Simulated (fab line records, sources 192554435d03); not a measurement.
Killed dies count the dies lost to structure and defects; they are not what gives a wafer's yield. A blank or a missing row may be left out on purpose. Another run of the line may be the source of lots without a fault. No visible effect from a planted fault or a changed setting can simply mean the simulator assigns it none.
Chamber matching | flow n5Finfet | rieDiel-02 running N5_BEOL_M6_ETCH_66: 4 sister chambers
The step etches SOC in N2/H2, target depth 80 nm, overetch 16 nm, time 120 s. 4 wafers are shown with their chamber, then 7 later ones without.

== WAFERS PAIRED WITH THEIR CHAMBERS ==
wafer  | chamber | showerheadPlenumPTorr (Torr)
L082.4 | 2       | 2.51
L091.4 | 3       | 2.67
L089.4 | 0       | 2.58
L093.5 | 1       | 2.62

== WAFERS WITH NO CHAMBER GIVEN ==
wafer  | showerheadPlenumPTorr (Torr)
L093.6 | 2.57
L094.2 | 2.62
L094.3 | 2.66
L094.5 | 2.66
L096.2 | 2.49
L096.3 | 2.66
L096.4 | 2.66

== CHAMBER TAKEN BY EACH ==
wafer  | from the rows above | in truth
L093.6 | 0                   | 0
L094.2 | 1                   | 1
L094.3 | 3                   | 3
L094.5 | 3                   | 3
L096.2 | 2                   | 2
L096.3 | 3                   | 3
L096.4 | 3                   | 3
7 of 7 placed correctly. Left unplaced by these rows: 0. Number placed wrongly: 0.
How it was worked out, from the rows above alone: a wafer's distance from a chamber is the root of the sum, over the readings, of the square of ((its reading less the chamber's mean) divided by the reading's scatter). If the next closest chamber is less than 2 further off than the closest, the wafer can't be placed; otherwise it belongs to the closest. Each chamber's mean is taken over the wafers shown for it. The scatter: root of mean squared gap, hidden wafer to nearest shown wafer, with one shown wafer a chamber.
